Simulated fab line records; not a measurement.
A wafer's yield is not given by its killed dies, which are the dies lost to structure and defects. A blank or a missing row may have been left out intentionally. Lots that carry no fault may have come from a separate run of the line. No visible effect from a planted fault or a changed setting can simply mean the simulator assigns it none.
A struck lot beside a sound one	flow nand harc	13 steps out of a route of 1159
Sound: wafers L404.2, L404.4, L404.5. Struck: wafers L423.1, L423.2, L423.4. The cause is given at the end.
Each step with rows lists, per side, the tool, then ch with its chambers, then its first start. Under that, the readings that differ: sound wafers	struck wafers	difference of the means	sigmas: that difference in standard deviations of wafers without a fault.
alike: readings with means less than 2 such deviations apart, plus words and numbers identical on both sides. not compared: withheld readings, readings lacking a value on some wafer, bounds such as >300 that could conceal the same value, and numbers that have no deviation in the record and whose values overlap.
A row with sigmas, a row that says differs or no value, or rows on one side alone: a step with any of these is where the two part. Non-overlapping numbers with no deviation appear without sigmas and do not part them. A reading missing from all wafers of one side parts the sides only when that side holds two or more wafers.

NHARC_A_STAIRCASE_STRIP_295: strips in O2.
  sound: rie diel-12 ch 0,1,2; struck: rie diel-08 ch 0,1,2
  alike: chamber pressure mTorr, drypump motor current A, o2 flow sccm, oes product au, rf vpp V, showerhead plenum p Torr, throttle valve pct
  not compared: rf hours counter h
then, 3 steps without rows for these wafers: NHARC_A_STAIRCASE_STRIP_296 (strips in SPM, time 900 s); NHARC_A_STAIRCASE_PRECLEAN_297 (cleans in SC1); NHARC_A_STAIRCASE_SRD_298.
NHARC_A_STAIRCASE_HM_DEP_462: deposits aC, target thk 800 nm.
  sound on acl dep-03 ch 0, day 12 15:08; struck on acl dep-03 ch 0, day 17 14:23
  alike: throttle valve pct
NHARC_A_STAIRCASE_DEP_301: deposits SiON, target thk 30 nm.
  sound on pecvd-01 ch 1,2, day 12 16:44; struck on pecvd-01 ch 1,2, day 17 16:17
  alike: heater power outer w, heater power w
then, 5 steps without rows for these wafers: NHARC_A_STAIRCASE_DEHYDRATE_302 (time 120 s); NHARC_A_STAIRCASE_HMDS_303 (time 30 s); NHARC_A_STAIRCASE_COAT_304; NHARC_A_STAIRCASE_SOFTBAKE_305 (time 170 s); NHARC_A_STAIRCASE_EBR_306.
NHARC_A_STAIRCASE_EXPOSE_307: exposes mask CHOP 50.
  sound on krf scanner-03 ch 0, day 12 17:17; struck on krf scanner-02 ch 0, day 17 16:53
reading	sound	struck	difference	sigmas
exposure dose mJ cm2	45.67 45.65 45.65	31.63 31.58 31.60	-14.05	-99 or more
  alike: mask, focus offset nm, stage vel mm s
then, 1 step without rows for these wafers: NHARC_A_STAIRCASE_PEB_308 (peb time 130 s).

== WHERE THEY PART ==
NHARC_A_STAIRCASE_EXPOSE_307 only, going by this record.

WHY: the cause the simulator had injected
Process parameters drifting: krf scanner-02 at NHARC_A_STAIRCASE_EXPOSE_307, beginning at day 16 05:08. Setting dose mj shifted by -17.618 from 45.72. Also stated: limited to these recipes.
